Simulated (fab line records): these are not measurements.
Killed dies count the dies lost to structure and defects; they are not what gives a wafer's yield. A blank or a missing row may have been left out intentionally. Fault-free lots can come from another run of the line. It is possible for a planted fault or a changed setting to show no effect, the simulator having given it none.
Chamber matching / flow n5 finfet / 4 sister chambers for N5_ILD0_CMP_03 on cmp-01
The step polishes, stops on SiNx, t overpolish 1.9 s, target thk 197.38 nm. 8 wafers are shown with their chamber, then 6 later ones without.

== EACH WAFER AND ITS CHAMBER ==
wafer=L079.1; chamber=3; motor current A (A)=12.3; time to endpoint s (s)=69
wafer=L085.4; chamber=0; motor current A (A)=12.2; time to endpoint s (s)=69
wafer=L086.2; chamber=3; motor current A (A)=13.2; time to endpoint s (s)=67
wafer=L086.3; chamber=1; motor current A (A)=11.8; time to endpoint s (s)=72
wafer=L092.3; chamber=2; motor current A (A)=10.9; time to endpoint s (s)=75
wafer=L092.4; chamber=0; motor current A (A)=12.2; time to endpoint s (s)=74
wafer=L093.1; chamber=1; motor current A (A)=12.0; time to endpoint s (s)=77
wafer=L093.2; chamber=2; motor current A (A)=11.7; time to endpoint s (s)=79

== WAFERS WITH NO CHAMBER GIVEN ==
wafer=L096.1; motor current A (A)=11.9; time to endpoint s (s)=68
wafer=L096.2; motor current A (A)=13.4; time to endpoint s (s)=65
wafer=L096.4; motor current A (A)=12.8; time to endpoint s (s)=67
wafer=L097.1; motor current A (A)=12.1; time to endpoint s (s)=67
wafer=L097.2; motor current A (A)=12.0; time to endpoint s (s)=70
wafer=L097.4; motor current A (A)=13.2; time to endpoint s (s)=68

== WHICH CHAMBER EACH WENT THROUGH ==
wafer=L096.1; from the rows above=can't be placed: 0 or 3 or 1 or 2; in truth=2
wafer=L096.2; from the rows above=can't be placed: 3 or 0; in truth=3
wafer=L096.4; from the rows above=can't be placed: 3 or 0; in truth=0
wafer=L097.1; from the rows above=can't be placed: 0 or 3 or 1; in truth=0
wafer=L097.2; from the rows above=can't be placed: 0 or 1 or 3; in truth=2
wafer=L097.4; from the rows above=can't be placed: 3 or 0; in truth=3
Placed correctly: 0 of 6. Not placeable from these rows: 6 (in 5, the candidates include the true chamber). Placed wrongly: 0.
How it was worked out, from the rows above alone: a wafer's distance from a chamber is the root of the sum, over the readings, of the square of ((its reading less the chamber's mean) divided by the reading's scatter). The wafer belongs to the nearest chamber; if the next one is less than 2 further off, it can't be placed. For every chamber, the mean is computed from those of its wafers that are shown. The scatter: take each reading less its chamber's mean, square it, sum over the shown wafers, divide by the number of wafers less the number of chambers, and take the root.
